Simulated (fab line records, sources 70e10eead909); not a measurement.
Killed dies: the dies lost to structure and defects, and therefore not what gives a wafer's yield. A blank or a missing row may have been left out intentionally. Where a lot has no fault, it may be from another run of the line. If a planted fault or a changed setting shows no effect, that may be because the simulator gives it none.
Matching of chambers ; flow nand-harc ; 3 sister chambers for NHARC_A_CONTACT_DEP_85 on pecvd-04
The step deposits SiON, target thk 60 nm. 6 wafers are shown with their chamber, then 8 later ones without.

WAFERS, EACH WITH ITS CHAMBER
wafer;chamber;rf-fwd-power-W (W);heater-power-w (W)
L088.2;0;349.1;828
L089.2;1;349.4;727
L093.1;2;349.8;763
L093.4;1;349.9;768
L093.5;0;349.8;806
L092.3;2;347.1;785

WAFERS WITHOUT THEIR CHAMBER
wafer;rf-fwd-power-W (W);heater-power-w (W)
L092.5;348.2;802
L092.6;350.1;788
L095.1;349.9;844
L095.2;348.1;840
L095.3;347.0;754
L096.1;347.3;861
L096.2;347.6;758
L096.6;347.9;775

CHAMBER TAKEN BY EACH
wafer;from the rows above;in truth
L092.5;can't be placed: 0 or 2 or 1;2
L092.6;can't be placed: 0 or 2 or 1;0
L095.1;0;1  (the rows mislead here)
L095.2;can't be placed: 0 or 2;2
L095.3;can't be placed: 2 or 1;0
L096.1;can't be placed: 0 or 2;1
L096.2;can't be placed: 2 or 1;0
L096.6;can't be placed: 2 or 1 or 0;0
0 of 8 placed correctly. From these rows, 7 cannot be placed; in 4 the true chamber is one of the candidates. 1 placed wrongly.
How it was worked out, from the rows above alone: a wafer's distance from a chamber is the root of the sum, over the readings, of the square of ((its reading less the chamber's mean) divided by the reading's scatter). If the next closest chamber is less than 2 further off than the closest, the wafer can't be placed; otherwise it belongs to the closest. The mean given for a chamber averages the wafers shown for that chamber. The scatter is the square root of a quotient: the sum, over the shown wafers, of each reading's squared deviation from its chamber's mean, divided by wafers minus chambers.
